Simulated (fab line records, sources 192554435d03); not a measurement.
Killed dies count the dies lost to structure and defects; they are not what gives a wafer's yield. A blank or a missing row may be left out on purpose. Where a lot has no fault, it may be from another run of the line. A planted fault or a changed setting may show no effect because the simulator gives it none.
Matching of chambers + flow n5 finfet + rie diel-01 running N5_BEOL_M5_ETCH_62: 4 sister chambers
The step etches SOC in N2/H2, target depth 75 nm, overetch 15 nm, time 112.5 s. 14 wafers are shown with their chamber, then 7 later ones without.

== EACH WAFER AND ITS CHAMBER ==
| wafer  | chamber | showerhead plenum p Torr (Torr) | throttle valve pct (%) | oes product au (a.u.) |
|--------|---------|---------------------------------|------------------------|-----------------------|
| L411.1 | 2       | 2.55                            | 18.1                   | 0.57                  |
| L411.3 | 0       | 2.69                            | 17.8                   | 0.66                  |
| L411.6 | 3       | 2.62                            | 17.6                   | 0.55                  |
| L417.1 | 0       | 2.68                            | 17.8                   | 0.65                  |
| L417.4 | 3       | 2.61                            | 17.7                   | 0.54                  |
| L417.5 | 1       | 2.47                            | 17.1                   | 0.75                  |
| L419.1 | 0       | 2.68                            | 17.8                   | 0.64                  |
| L419.2 | 1       | 2.47                            | 17.1                   | 0.76                  |
| L419.5 | 0       | 2.68                            | 17.8                   | 0.65                  |
| L421.1 | 3       | 2.61                            | 17.7                   | 0.54                  |
| L421.2 | 2       | 2.55                            | 18.1                   | 0.57                  |
| L421.3 | 0       | 2.68                            | 17.8                   | 0.64                  |
| L422.1 | 1       | 2.47                            | 17.1                   | 0.74                  |
| L422.2 | 0       | 2.68                            | 17.8                   | 0.64                  |

SIGNATURES (averages over the wafers above)
| reading                  | chamber 0 | chamber 1 | chamber 2 | chamber 3 | scatter within a chamber |
|--------------------------|-----------|-----------|-----------|-----------|--------------------------|
| showerhead plenum p Torr | 2.6817    | 2.4700    | 2.5500    | 2.6133    | 0.00387                  |
| throttle valve pct       | 17.800    | 17.100    | 18.100    | 17.667    | 0.0258                   |
| oes product au           | 0.6467    | 0.7500    | 0.5700    | 0.5433    | 0.00775                  |
Rule: for each reading, subtract the chamber's mean from the wafer's reading, divide by that reading's scatter and square the result; add these up over the readings and take the root, which gives the wafer's distance from the chamber. The wafer belongs to the nearest chamber; if the next one is less than 2 further off, it can't be placed. The scatter: the root of (the sum of the squares of (reading less its chamber's mean) over the shown wafers, divided by (wafers less chambers)).

== WAFERS WITH NO CHAMBER GIVEN ==
| wafer  | showerhead plenum p Torr (Torr) | throttle valve pct (%) | oes product au (a.u.) |
|--------|---------------------------------|------------------------|-----------------------|
| L422.3 | 2.54                            | 18.1                   | 0.56                  |
| L424.1 | 2.54                            | 18.1                   | 0.57                  |
| L424.5 | 2.54                            | 18.2                   | 0.56                  |
| L424.6 | 2.47                            | 17.1                   | 0.73                  |
| L427.1 | 2.61                            | 17.7                   | 0.54                  |
| L427.3 | 2.54                            | 18.2                   | 0.56                  |
| L427.4 | 2.47                            | 17.1                   | 0.72                  |

== CHAMBER TAKEN BY EACH ==
| wafer  | from the rows above | in truth |
|--------|---------------------|----------|
| L422.3 | 2                   | 2        |
| L424.1 | 2                   | 2        |
| L424.5 | 2                   | 2        |
| L424.6 | 1                   | 1        |
| L427.1 | 3                   | 3        |
| L427.3 | 2                   | 2        |
| L427.4 | 1                   | 1        |
Correctly placed: 7 of 7. Left unplaced by these rows: 0. Placed wrongly: 0.
